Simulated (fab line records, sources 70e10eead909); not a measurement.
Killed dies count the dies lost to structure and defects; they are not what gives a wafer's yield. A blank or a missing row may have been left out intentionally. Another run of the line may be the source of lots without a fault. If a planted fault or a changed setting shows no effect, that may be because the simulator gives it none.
fab line records	flow nand-harc
record: lots: 13	wafers: 37	last-day: 34
route steps=1302 shown P_BONDPAD@370 A_ONON_D1@442 A_CHANNEL_HOLE_D1@467 END@1302
lots that met no fault: from a run of the same line without faults
start-h: the number of hours between the record's first day and the start of the first shown wafer of the lot	wait-h: how many hours have passed since the lot's step before this one	" repeats the value in the row above	L1.1+2: a single row standing in for several wafers	- value missing, or start not given	* or withheld: withheld	< > ~ a bound
route shown NAME@n: NAME is a module with steps in the file, n the number in the route of the first one	usual: mean/standard deviation taken from wafers without a fault	same: alike in all rows	chamber/n: place in a boat	sites: per-site readings	_std_site: the values' standard deviation	_edge_site: mean of outer sites minus mean of inner sites	radius-mm: how far each site lies from the wafer's centre	mask NAME#n: copy n	behind: tool/chamber where the wafer was last shaped	hold: reason for holding the lot/hours on hold/outcome of the hold	device: the n, p or np transistor that did not switch	end of line: tests of these same wafers at the route's end	step lacking rows: just its recipe	killed: not the wafer's yield, but the dies lost to structure and defects at the first sort	map: a wafer's dies, marking killed ones x, the rest . and places with no die _
set.NAME: the run value of the setting; set.NAME@STEP: its run value at that earlier step	model.NAME: the simulator's own value behind a step, which no gauge read
one table for each step of the route and one row for each wafer, over a sample of lots
services: the hour from which a tool's chamber was out of use, counted from the record's first day as start-h (under 0 if before that day), plus the number of hours and why
== steps ==
step: NHARC_P_BONDPAD_CD_MEAS_13
usual: cd-nm: 499.3/1.9
lot.wafer	tool	chamber	start-h	wait-h	cd-nm
L435.2	cd-sem-01	-	132.30	-	500.9
L435.4	"	-	"	"	501.4
L435.5	"	-	"	"	500.2
L439.2	cd-sem-03	-	178.30	-	499.0
L439.3	"	-	"	"	497.9
L439.6	"	-	"	"	497.1
L440.2	cd-sem-02	-	191.46	-	500.1
L440.4	"	-	"	"	499.3
L440.6	"	-	"	"	500.0
L441.3	cd-sem-02	-	195.95	-	497.0
L441.4	"	-	"	"	500.0
L441.6	"	-	"	"	497.9
L442.1	cd-sem-02	-	205.81	-	497.4
L442.5	"	-	"	"	499.5
L442.6	"	-	"	"	496.6
L444.1	cd-sem-02	-	231.57	-	499.5
L444.4	"	-	"	"	496.1
L444.6	"	-	"	"	497.3
L445.4	cd-sem-03	-	247.61	-	501.5
L445.5	"	-	"	"	500.9
L445.6	"	-	"	"	503.7
L448.3	cd-sem-03	-	263.68	-	500.8
L448.6	"	-	"	"	499.4
L449.3	cd-sem-01	-	279.74	-	498.0
L449.4	"	-	"	"	495.2
L449.6	"	-	"	"	500.6
L451.2	cd-sem-03	-	297.56	-	501.0
L451.6	"	-	"	"	500.6
L456.1	cd-sem-03	-	343.49	-	504.1
L456.2	"	-	"	"	503.3
L456.5	"	-	"	"	500.1
L457.1	cd-sem-03	-	358.14	-	498.0
L457.3	"	-	"	"	498.7
L457.4	"	-	"	"	499.0
L458.2	cd-sem-02	-	373.59	-	499.5
L458.5	"	-	"	"	498.7
L458.6	"	-	"	"	499.0
step: NHARC_P_BONDPAD_PVD_27
recipe: target-thk-a: 300	chamber-pressure-pa: 5	power-w: 5000	substrate-temp-c: 30	time-s: 20.49	material: Cu
usual: cathode-dc-power-W: 5000.0/0.94	throttle-valve-pct: 29.9/1.2
lot.wafer	tool	chamber	start-h	wait-h	cathode-dc-power-W	throttle-valve-pct
L435.2	pvd-sputter-02	-	-	-	5001.3	30.2
L435.4	"	-	"	"	4999.2	29.0
L435.5	"	-	"	"	5002.0	30.4
L439.3	pvd-sputter-01	-	-	-	5001.0	29.8
L439.2	"	-	"	"	5000.2	28.6
L439.6	"	-	"	"	4999.3	28.5
L440.4	pvd-sputter-02	-	-	-	4999.9	30.7
L440.2	"	-	"	"	4999.4	31.2
L440.6	"	-	"	"	5000.4	29.4
L441.4	pvd-sputter-02	-	-	-	5000.4	30.5
L441.3	"	-	"	"	5000.3	31.1
L441.6	"	-	"	"	5000.2	28.7
L442.1	pvd-sputter-03	-	-	-	5000.2	32.3
L442.5	"	-	"	"	5000.1	32.4
L442.6	"	-	"	"	4999.6	30.0
L444.4	pvd-sputter-02	-	-	-	5001.3	30.2
L444.1	"	-	"	"	5000.3	29.0
L444.6	"	-	"	"	4999.6	31.1
L445.4	pvd-sputter-03	-	-	-	4999.4	28.6
L445.5	"	-	"	"	5000.7	29.9
L445.6	"	-	"	"	5001.0	28.5
L448.3	pvd-sputter-03	-	-	-	4999.8	32.5
L448.6	"	-	"	"	4998.9	29.6
L449.4	pvd-sputter-03	-	-	-	4999.3	32.5
L449.3	"	-	"	"	4999.2	29.6
L449.6	"	-	"	"	4999.8	32.6
L451.2	pvd-sputter-01	-	-	-	5000.3	28.6
L451.6	"	-	"	"	5001.0	29.5
L456.1	pvd-sputter-01	-	-	-	4999.7	28.8
L456.2	"	-	"	"	4999.9	29.6
L456.5	"	-	"	"	4999.8	28.5
L457.1	pvd-sputter-02	-	-	-	5001.6	31.1
L457.4	"	-	"	"	5001.6	29.2
L457.3	"	-	"	"	4999.4	30.8
L458.2	pvd-sputter-03	-	-	-	4997.5	29.6
L458.5	"	-	"	"	4999.4	29.6
L458.6	"	-	"	"	4999.3	29.1
step: NHARC_A_ONON_D1_DEP_25
recipe: target-thk-a: 10000	n2-flow-sccm: 2750	n2o-flow-sccm: 2000	nh3-flow-sccm: 500	sih4-flow-sccm: 210	temp-c: 400
lot.wafer	tool	chamber	start-h	wait-h
L435.2+4+5	pecvd-onon-03	0	172.10	0.1
L439.2+3+6	pecvd-onon-03	0	215.07	0.1
L440.2+4+6	pecvd-onon-02	0	233.30	0.1
L441.3+4+6	pecvd-onon-04	0	233.57	0.2
L442.1+5+6	pecvd-onon-03	0	242.83	0.1
L444.1+4+6	pecvd-onon-02	0	268.54	0.1
L445.4+5+6	pecvd-onon-03	0	283.37	0.2
L448.3+6	pecvd-onon-02	0	297.67	0.2
L449.3+4+6	pecvd-onon-02	0	317.98	0.2
L451.2+6	pecvd-onon-02	0	337.92	0.1
L456.1+2+5	pecvd-onon-03	0	380.54	0.1
L457.1+3+4	pecvd-onon-03	0	395.66	0.1
L458.2+5+6	pecvd-onon-04	0	411.64	0.1
step: NHARC_A_ONON_D1_THK_MEAS_27
recipe: thk-meas-gauge: ellipsometry
usual: thk-nm: 999/8.2
lot.wafer	tool	chamber	start-h	wait-h	thk-nm
L435.2	film-metro-01	-	172.56	-	997
L435.4	"	-	"	"	995
L435.5	"	-	"	"	996
L439.2	film-metro-01	-	215.52	-	992
L439.3	"	-	"	"	992
L439.6	"	-	"	"	994
L440.2	film-metro-01	-	233.75	-	993
L440.4	"	-	"	"	994
L440.6	"	-	"	"	995
L441.3	film-metro-01	-	233.97	-	1006
L441.4	"	-	"	"	1005
L441.6	"	-	"	"	1006
L442.1	film-metro-01	-	243.34	-	995
L442.5	"	-	"	"	996
L442.6	"	-	"	"	995
L444.1	film-metro-01	-	269.05	-	1009
L444.4	"	-	"	"	1009
L444.6	"	-	"	"	1010
L445.4	film-metro-01	-	283.71	-	991
L445.5	"	-	"	"	990
L445.6	"	-	"	"	989
L448.3	film-metro-02	-	298.06	-	1000
L448.6	"	-	"	"	1802
L449.3	film-metro-01	-	318.37	-	1009
L449.4	"	-	"	"	1007
L449.6	"	-	"	"	1813
L451.2	film-metro-02	-	338.37	-	1811
L451.6	"	-	"	"	1811
L456.1	film-metro-01	-	381.05	-	994
L456.2	"	-	"	"	992
L456.5	"	-	"	"	994
L457.1	film-metro-02	-	396.16	-	985
L457.3	"	-	"	"	985
L457.4	"	-	"	"	984
L458.2	film-metro-01	-	412.10	-	1000
L458.5	"	-	"	"	1002
L458.6	"	-	"	"	1002
step: NHARC_A_CHANNEL_HOLE_D1_ETCH_39
recipe: target-depth-a: 2600	over-etch-frac: 0.3	time-s: 325	ion-energy-ev: 200	n2-flow-sccm: 150	h2-flow-sccm: 150	ar-flow-sccm: 0	rf-w: 400	bias-w: 150	chemistry: N2/H2
usual: drypump-motor-current-A: 5.8/0.47	oes-product-au: 0.997/0.0095	rf-fwd-power-W: 399.2/1	rf-vpp-V: 430.4/2.9	showerhead-plenum-p-Torr: 2.03/0.1	throttle-valve-pct: 14.171/0.0086
same: over-etch-frac: 0.3
lot.wafer	tool	chamber	start-h	wait-h	drypump-motor-current-A	oes-product-au	rf-fwd-power-W	rf-hours-counter-h	rf-vpp-V	showerhead-plenum-p-Torr	throttle-valve-pct
L435.2	rie-diel-13	3	-	-	6.4	1.005	399.1	0	426.8	1.91	14.168
L435.4	"	0	"	"	6.1	1.008	399.8	0	431.6	2.06	14.171
L435.5	"	0	"	"	6.1	1.010	401.6	-	431.1	2.06	14.158
L439.2	rie-diel-10	1	-	-	5.9	0.986	399.4	12	427.1	1.90	14.168
L439.3	"	2	"	"	5.6	0.998	397.4	12	432.5	2.12	14.175
L439.6	"	0	"	"	6.5	1.002	399.9	-	430.1	2.00	14.165
L440.4	rie-diel-10	0	-	-	6.5	1.008	398.2	14	429.0	2.00	14.184
L440.2	"	1	"	"	5.9	0.990	401.0	13	425.9	1.90	14.185
L440.6	"	0	"	"	6.5	1.008	399.1	-	428.7	2.00	14.175
L441.4	rie-diel-04	1	-	-	5.0	1.016	397.4	17	433.3	2.13	14.180
L441.3	"	2	"	"	5.3	1.007	399.6	15	426.4	1.90	14.163
L441.6	"	0	"	"	6.3	0.990	399.1	-	432.2	2.08	14.178
L442.1	rie-diel-04	3	-	-	5.2	0.988	400.0	18	429.7	1.93	14.163
L442.5	"	1	"	"	5.0	1.000	399.7	-	432.7	2.13	14.176
L442.6	"	2	"	"	5.3	0.992	399.8	-	425.6	1.90	14.173
L444.4	rie-diel-13	3	-	-	6.4	0.990	398.4	30	427.2	1.90	14.177
L444.1	"	0	"	"	6.1	1.006	398.6	28	430.6	2.05	14.172
L444.6	"	2	"	"	5.6	1.011	398.4	-	433.0	2.12	14.178
L445.4	rie-diel-10	3	-	-	5.4	0.994	399.0	3	433.7	2.15	14.183
L445.6	"	1	"	"	5.9	0.986	399.5	-	426.0	1.90	14.169
L445.5	"	2	"	"	5.6	0.986	398.9	-	434.3	2.12	14.165
L448.3	rie-diel-13	3	-	-	6.4	0.999	399.7	37	428.4	1.90	14.172
L449.4	rie-diel-04	3	-	-	5.2	0.983	399.2	42	427.6	1.93	14.168
L449.3	"	0	"	"	6.3	0.974	399.5	44	431.1	2.07	14.166
L456.1	rie-diel-10	3	-	-	5.4	1.001	401.2	12	432.3	2.15	14.173
L456.2	"	0	"	"	6.5	0.992	398.7	12	429.1	1.99	14.174
L456.5	"	2	"	"	5.6	0.997	399.5	-	431.9	2.12	14.164
L457.1	rie-diel-10	0	-	-	6.5	1.011	399.2	14	429.5	1.99	14.161
L457.3	"	2	"	"	5.6	1.000	398.4	12	432.8	2.12	14.166
L457.4	"	0	"	"	6.5	1.001	399.0	-	428.5	1.99	14.197
L458.2	rie-diel-13	3	-	-	6.4	0.992	398.9	18	427.4	1.89	14.174
L458.5	"	3	"	"	6.4	0.994	399.3	-	426.4	1.89	14.170
L458.6	"	2	"	"	5.6	1.000	397.1	-	431.7	2.11	14.167
step: NHARC_END_SORT_01
recipe: temp-c: 25
usual: killed-at-array: 52/17	killed-at-other: 0.9/1.2	killed-at-periphery: 3.9/2.7	killed-dies: 57/16	killed-open: 3.3/1.9	killed-short: 2.5/1.5
same: gross-dies: 677
lot.wafer	tool	chamber	start-h	wait-h	killed-at-array	killed-at-other	killed-at-periphery	killed-dies	killed-open	killed-short
L448.3	prober-01	0	679.13	3.1	47	5	4	56	3	4
L448.6	prober-01	0	681.57	4.1	675	1	1	677	2	2
L449.3	prober-02	0	697.77	3.1	32	0	6	38	0	2
L449.4	prober-02	0	698.56	3.4	20	0	8	28	4	0
L449.6	prober-02	0	700.15	4.0	667	2	8	677	2	1
L451.2	prober-01	0	721.50	2.8	670	1	6	677	6	2
L451.6	prober-01	0	724.70	4.0	674	0	3	677	3	0
killed by level:class
L448.3 A_CHANNEL_HOLE_D1:chamber-film-flake=24 A_CHANNEL_HOLE_D2:chamber-film-flake=7 THIN_TSV:chamber-film-flake=5 A_SLIT:chamber-film-flake=3 A_STAIRCASE:chamber-film-flake=3 A_ZERO_WELL:chamber-film-flake=2 A_CONTACT:chamber-film-flake=2 P_CONTACT:geometric-particle:short=1
L448.6 A_ONON_D1:area-dep=630 A_CHANNEL_HOLE_D1:chamber-film-flake=30 A_CHANNEL_HOLE_D2:chamber-film-flake=7 A_CONTACT:chamber-film-flake=2 P_CONTACT:geometric-particle:open=1 A_ONON_D1:geometric-particle:open=1 A_ONON_D1:geometric-particle:short=1 A_DECK1_JOINT:geometric-particle:short=1
L449.3 A_CHANNEL_HOLE_D1:chamber-film-flake=13 P_BONDPAD:chamber-film-flake=5 A_STAIRCASE:chamber-film-flake=5 A_SLIT:chamber-film-flake=5 A_CONTACT:chamber-film-flake=5 A_CHANNEL_FILL_D1:chamber-film-flake=2 A_ONON_D2:geometric-particle:short=1 A_WL_FILL:geometric-particle:short=1
L449.4 P_BONDPAD:chamber-film-flake=6 A_CHANNEL_HOLE_D1:chamber-film-flake=4 A_STAIRCASE:chamber-film-flake=4 A_CONTACT:chamber-film-flake=4 A_SLIT:chamber-film-flake=2 A_DECK1_JOINT:geometric-particle:open=1 A_ONON_D2:geometric-particle:open=1 A_CHANNEL_HOLE_D2:geometric-particle:open=1
L449.6 A_ONON_D1:area-dep=647 A_CHANNEL_HOLE_D1:chamber-film-flake=6 P_BONDPAD:chamber-film-flake=4 A_SLIT:chamber-film-flake=4 A_CONTACT:chamber-film-flake=3 P_M0:chamber-film-flake=3 A_STAIRCASE:chamber-film-flake=3 THIN_TSV:chamber-film-flake=2
L451.2 A_ONON_D1:area-dep=616 A_CHANNEL_HOLE_D2:chamber-film-flake=23 A_STAIRCASE:chamber-film-flake=7 A_CHANNEL_HOLE_D1:chamber-film-flake=4 A_SLIT:chamber-film-flake=4 A_CONTACT:chamber-film-flake=4 P_GATE:chamber-film-flake=3 A_ONON_D2:geometric-particle:open=2
L451.6 A_ONON_D1:area-dep=635 A_CONTACT:chamber-film-flake=8 A_SLIT:chamber-film-flake=8 A_CHANNEL_HOLE_D2:chamber-film-flake=6 A_STAIRCASE:chamber-film-flake=5 A_SGD_CUT:chamber-film-flake=3 A_CHANNEL_HOLE_D1:chamber-film-flake=2 A_WL_FILL:chamber-film-flake=2
== services ==
tool	chamber	start-h	hours	kind
rie-diel-10	0	116.01	4.0	repair
pvd-sputter-01	-	145.41	2.1	repair
rie-diel-04	1	149.06	4.5	repair
pvd-sputter-03	-	157.51	3.3	repair
rie-diel-13	-	166.90	9.0	pm
rie-diel-04	1	167.24	5.7	repair
pvd-sputter-03	-	170.00	10.0	pm
rie-diel-10	-	171.78	0.4	repair
rie-diel-04	-	177.96	9.0	pm
pecvd-onon-02	-	185.24	13.0	pm
rie-diel-13	1	205.60	3.9	repair
pecvd-onon-03	-	227.00	13.0	pm
rie-diel-10	-	242.65	9.0	pm
pvd-sputter-02	-	282.03	10.0	pm
rie-diel-13	1	302.14	3.9	repair
rie-diel-10	2	323.97	10.4	repair
rie-diel-13	-	343.90	9.0	pm
pvd-sputter-03	-	348.00	10.0	pm
rie-diel-13	-	355.01	1.5	repair
pecvd-onon-02	-	366.24	13.0	pm
rie-diel-10	1	380.48	15.8	repair
rie-diel-10	1	401.79	3.6	repair
pecvd-onon-03	-	408.00	13.0	pm
rie-diel-13	1	414.03	36.9	repair
== key ==
first-sign: step: NHARC_A_ONON_D1_THK_MEAS_27	reading: thk-nm	direction: up	sigmas: 98	usual: 999	struck: 1809
effect: step: NHARC_END_SORT_01	reading: killed-dies	direction: up	sigmas: 38	usual: 57	struck: 677
more-kills-born-at: NHARC_A_ONON_D1_DEP_25@pecvd-onon-02: 2528
met-at NHARC_A_ONON_D1_DEP_25
struck-lots L448,L449,L451
struck-wafers L448.6,L449.6,L451.2,L451.6
later-rows-left-out L448.6,L449.6,L451.2,L451.6
tester-left-out L448,L449,L451
not-acting-at NHARC_P_BONDPAD_CD_MEAS_13,NHARC_P_BONDPAD_PVD_27,NHARC_A_CHANNEL_HOLE_D1_ETCH_39
onset-between 268.54 297.67
fault: kind: process-parameter-drift	tool: pecvd-onon-02	chamber: -	onset-h: 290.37	steps: NHARC_A_ONON_D1_DEP_25	channel: target-thk-a	offset: *	shape: step	end-h: 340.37	scope: struck-wafers-only	acts-in: *	stated: *
tester-left-out: of these lots the tester's yield and bins aren't shown, on N5 and GAA mostly nor the transistor test; their killed dies are dies lost to structure and defects alone, not to doping, threshold or leakage, so they don't give the yield
later-rows-left-out: the simulator's readings of these wafers behind a module that went badly wrong aren't trusted and aren't shown, but for the sort
